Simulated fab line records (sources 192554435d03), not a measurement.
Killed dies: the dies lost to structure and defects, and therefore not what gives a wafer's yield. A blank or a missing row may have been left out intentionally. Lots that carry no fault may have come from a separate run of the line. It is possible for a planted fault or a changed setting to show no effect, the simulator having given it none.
A single fault, viewed from 2 desks :: flow n5_finfet :: what lay behind the numbers comes last; until then each desk has only its own

## METROLOGY DESK
What the gauges read, lot by lot, whatever tool the lot ran on: means of the sampled wafers that have a number. Marked OUT: a lot whose mean sits more than 4 standard deviations from the usual mean, which makes it out of limits; the brackets give that distance. 7 of its 11 readings are shown, namely those furthest out on some lot.
Columns: A = DIBL_N at N5_BEOL_M4_RC_MEAS_101, usual 36.9 mV/V; B = DIBL_P at N5_BEOL_M4_RC_MEAS_101, usual 36.7 mV/V; C = IOFF_P at N5_BEOL_M4_RC_MEAS_101, usual 0.22 nA/um; D = ION_N at N5_BEOL_M4_RC_MEAS_101, usual 674 uA/um; E = ION_P at N5_BEOL_M4_RC_MEAS_101, usual 461 uA/um; F = SS_P at N5_BEOL_M4_RC_MEAS_101, usual 73.4 mV/dec; G = VT_P at N5_BEOL_M4_RC_MEAS_101, usual -250 mV
lot: L248
first seen here: day 5 11:08
A: 36.6
B: 35.3
C: 0.17
D: 671
E: 452
F: 73.4
G: -256

lot: L249
first seen here: day 5 14:31
A: 34.4
B: 33.6
C: 0.18
D: 658
E: 451
F: 72.6
G: -252

lot: L254
first seen here: day 6 21:07
A: 38.0
B: 36.5
C: 0.22
D: 678
E: 458
F: 73.2
G: -250

lot: L255
first seen here: day 7 05:53
A: 34.9
B: 35.1
C: 0.21
D: 664
E: 460
F: 72.4
G: -250

lot: L261
first seen here: day 8 13:07
A: 37.7
B: 36.1
C: 0.23
D: 681
E: 466
F: 73.1
G: -249

lot: L262
first seen here: day 8 14:44
A: 37.1
B: 36.7
C: 0.19
D: 665
E: 455
F: 72.8
G: -252

lot: L265
first seen here: day 9 10:05
A: 37.2
B: 37.2
C: 0.26
D: 683
E: 466
F: 73.6
G: -245

lot: L268
first seen here: day 10 03:00
A: 37.1
B: 38.0
C: 0.27
D: 679
E: 471
F: 73.9
G: -246

lot: L269
first seen here: day 10 12:01
A: 38.8
B: 38.4
C: 0.24
D: 668
E: 462
F: 73.9
G: -248
This desk's finding: nothing out of limits on any of the 9 lots.

## THE TOOL OWNER'S DESK: litho_track-04
The tool's own readings at N5_MOL_CONTACT_COAG_COAT_77 (time 60 s, resist thk 10 nm): means of the sampled wafers that have a number, for each lot that ran on this tool. Marked OUT: a lot whose mean sits more than 4 standard deviations from the usual mean, which makes it out of limits; the brackets give that distance.
Columns: A = chill_plate_temp_C at N5_MOL_CONTACT_COAG_COAT_77, usual 23.03 C; B = spin_speed_rpm at N5_MOL_CONTACT_COAG_COAT_77, usual 1499.9 rpm
lot: L249
first seen here: day 5 23:32
A: 23.05
B: 1500.8

lot: L254
first seen here: day 7 05:47
A: 23.02
B: 1459.1 (-42) OUT

lot: L255
first seen here: day 7 13:52
A: 23.12
B: 1459.9 (-41) OUT

lot: L265
first seen here: day 9 19:55
A: 23.15
B: 1500.5

lot: L269
first seen here: day 10 21:33
A: 22.98
B: 1499.2
This desk finds L254, L255 out of limits, L254 being first, at day 7 05:47 (spin_speed_rpm at N5_MOL_CONTACT_COAG_COAT_77). L249, L265, L269 stayed within limits.

## BROUGHT TOGETHER
The tool owner's desk could have raised an alarm at day 7 05:47, on L254, L255.
From the metrology desk's view, nothing was out of limits.
The metrology desk holds a record of L254, L255, inside its limits.
N5_MOL_CONTACT_COAG_COAT_77 was run on litho_track-04 by each of the lots named.

## WHAT HAD BEEN PUT IN BY THE SIMULATOR
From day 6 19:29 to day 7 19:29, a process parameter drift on litho_track-04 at N5_MOL_CONTACT_COAG_COAT_77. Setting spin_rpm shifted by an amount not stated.
Shown lots that were struck: L254, L255.
Time in hours from fault onset to the first out-of-limits reading at each desk: the tool owner's desk, 10.
